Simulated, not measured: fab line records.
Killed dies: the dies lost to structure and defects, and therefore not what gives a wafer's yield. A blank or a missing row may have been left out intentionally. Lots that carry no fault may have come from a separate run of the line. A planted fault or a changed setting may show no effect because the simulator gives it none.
Comparing a struck lot with a sound one ; flow nandHarc ; 14 steps out of a route of 1302
Sound: the wafers L333.3, L333.4, L333.5. Struck: wafers L345.1, L345.3, L345.5. At the end, the cause is stated.
Per side, at each step with rows, come the tool, then ch with its chambers, and then its first start. Under that, the readings that differ: sound wafers ; struck wafers ; difference of the means ; sigmas: that difference in standard deviations of wafers without a fault.
alike: a reading whose means differ by less than 2 such deviations, as well as words and numbers matching on both sides. not compared: withheld readings; readings where some wafer has no value; bounds like >300 that might hide an equal value; numbers whose values overlap and for which the record gives no deviation.
Wherever a step has rows on one side only, a row that says differs or no value, or a row with sigmas, the two part there. When numbers do not overlap yet have no deviation, they are printed without sigmas and do not part them. A reading missing from all wafers of one side parts the sides only when that side holds two or more wafers.

first, 5 steps without rows for these wafers: NHARC_P_M2_SOFTBAKE_04 (time 55 s); NHARC_P_M2_EBR_05; NHARC_P_M2_EXPOSE_06 (exposes mask P M2, target cd 170 nm); NHARC_P_M2_PEB_07 (peb time 65 s); NHARC_P_M2_DEVELOP_08 (develop time 35 s).
NHARC_P_M2_CD_MEAS_09: the cd target is 170 nm.
  sound on cdSem-03 ch 0, day 8 21:26; struck on cdSem-02 ch 0, day 13 20:39
  alike: cdNm
NHARC_P_M2_OVL_MEAS_10: pitch 340 nm.
  sound on overlay-01, day 8 21:31; struck on overlay-02, day 13 20:44
reading;sound;struck;difference;sigmas
overlayYNm (nm);1.5 1.6 1.5;-1.5 -1.2 -1.3;-2.9;-3
  alike: overlayXNm
NHARC_P_M2_INSPECT_11:
  sound on defectInspect-02, day 8 21:33; struck on defectInspect-01, day 13 20:46
  alike: rawDefectCount
NHARC_P_M2_DESCUM_14: chemistry O2, time 3 s.
  sound on rieDiel-03 ch 1,2, day 8 21:37; struck on rieDiel-05 ch 2,3, day 13 20:50
reading;sound;struck;difference;sigmas
oesProductAu (a.u.);0.983 0.975 0.987;1.014 1.023 1.008;+0.033;+2
  alike: drypumpMotorCurrentA, rfVppV, showerheadPlenumPTorr, throttleValvePct
  not compared: rfHoursCounterH
NHARC_P_M2_ETCH_35: etches the open film in N2/H2, target depth 40 nm, overetch 12 nm, time 43.94 s.
  sound on rieDiel-03 ch 1,2,3, day 8 21:43; struck on rieDiel-05 ch 1,2, day 13 20:55
  alike: drypumpMotorCurrentA, oesProductAu, rfVppV, showerheadPlenumPTorr, throttleValvePct
  not compared: rfHoursCounterH
NHARC_P_M2_ETCH_15: etches the open film in C4F8/Ar, target depth 182.5 nm, time 91.2 s.
  sound on rieDiel-03 ch 0,1,2; struck on rieDiel-05 ch 0,2,3
  alike: oesProductAu, rfVppV
  not compared: rfHoursCounterH
NHARC_P_M2_CD_MEAS_16:
  sound on cdSem-01, day 8 21:55; struck on cdSem-03, day 13 21:08
  alike: cdNm
NHARC_P_M2_STRIP_18: strips in N2/H2.
  sound on rieDiel-13 ch 0,2, day 8 21:59; struck on rieDiel-05 ch 0,2,3, day 13 21:13
  no value came back on the struck wafers for any of 7 readings (biasW (W), chamberPressureMTorr (mTorr) and others); on the sound wafers biasW (W) reads 0 0 0
  not compared: rfHoursCounterH
NHARC_P_M2_ETCH_28: etches the open film in CF4/N2, target depth 30 nm, time 72.99 s.
  sound on rieDiel-13 ch 0,3; struck on rieDiel-05 ch 1,3, day 13 21:28
reading;sound;struck;difference;sigmas
oesProductAu (a.u.);0.989 0.991 0.986;1.011 1.013 1.028;+0.029;+2
  alike: drypumpMotorCurrentA, rfVppV, showerheadPlenumPTorr, throttleValvePct
  not compared: rfHoursCounterH

== WHERE THEY PART ==
At NHARC_P_M2_OVL_MEAS_10 first; at NHARC_P_M2_ETCH_28 last (within this record only).

WHY: what the simulator had put in
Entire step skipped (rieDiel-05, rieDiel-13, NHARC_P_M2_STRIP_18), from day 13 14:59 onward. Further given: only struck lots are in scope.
